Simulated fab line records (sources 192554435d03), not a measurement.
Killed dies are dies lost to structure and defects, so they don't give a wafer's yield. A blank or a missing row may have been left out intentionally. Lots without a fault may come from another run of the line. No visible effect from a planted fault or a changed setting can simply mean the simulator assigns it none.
Chamber matching :: flow n5-finfet :: N5_DUMMY_GATE_DESCUM_20 on rie-diel-02 has 4 sister chambers
The step chemistry O2, time 6.2 s. 8 wafers are shown with their chamber, then 8 later ones without.

## WAFERS, EACH WITH ITS CHAMBER
wafer: L077.4
chamber: 0
drypump-motor-current-A (A): 5.4
throttle-valve-pct (%): 20.16

wafer: L082.1
chamber: 1
drypump-motor-current-A (A): 6.4
throttle-valve-pct (%): 20.01

wafer: L087.4
chamber: 0
drypump-motor-current-A (A): 5.4
throttle-valve-pct (%): 20.19

wafer: L087.5
chamber: 2
drypump-motor-current-A (A): 6.6
throttle-valve-pct (%): 20.31

wafer: L089.1
chamber: 1
drypump-motor-current-A (A): 6.4
throttle-valve-pct (%): 20.04

wafer: L089.2
chamber: 2
drypump-motor-current-A (A): 6.5
throttle-valve-pct (%): 20.32

wafer: L089.4
chamber: 3
drypump-motor-current-A (A): 6.8
throttle-valve-pct (%): 20.79

wafer: L095.1
chamber: 3
drypump-motor-current-A (A): 6.8
throttle-valve-pct (%): 20.78

## WAFERS MISSING THEIR CHAMBER
wafer: L095.3
drypump-motor-current-A (A): 5.4
throttle-valve-pct (%): 20.22

wafer: L095.4
drypump-motor-current-A (A): 6.5
throttle-valve-pct (%): 20.33

wafer: L096.1
drypump-motor-current-A (A): 6.6
throttle-valve-pct (%): 20.34

wafer: L096.3
drypump-motor-current-A (A): 6.8
throttle-valve-pct (%): 20.80

wafer: L096.4
drypump-motor-current-A (A): 5.4
throttle-valve-pct (%): 20.22

wafer: L097.1
drypump-motor-current-A (A): 5.4
throttle-valve-pct (%): 20.21

wafer: L097.3
drypump-motor-current-A (A): 6.5
throttle-valve-pct (%): 20.33

wafer: L097.6
drypump-motor-current-A (A): 5.3
throttle-valve-pct (%): 20.22

## EACH ONE'S CHAMBER
wafer: L095.3
from the rows above: 0
in truth: 0

wafer: L095.4
from the rows above: 2
in truth: 2

wafer: L096.1
from the rows above: 2
in truth: 2

wafer: L096.3
from the rows above: 3
in truth: 3

wafer: L096.4
from the rows above: 0
in truth: 0

wafer: L097.1
from the rows above: 0
in truth: 0

wafer: L097.3
from the rows above: 2
in truth: 2

wafer: L097.6
from the rows above: 0
in truth: 0
Placed correctly: 8 of 8. Left unplaced by these rows: 0. 0 placed wrongly.
How it was worked out, from the rows above alone: a wafer's distance from a chamber is the root of the sum, over the readings, of the square of ((its reading less the chamber's mean) divided by the reading's scatter). If the next closest chamber is less than 2 further off than the closest, the wafer can't be placed; otherwise it belongs to the closest. For every chamber, the mean is computed from those of its wafers that are shown. The scatter: the root of (the sum of the squares of (reading less its chamber's mean) over the shown wafers, divided by (wafers less chambers)).
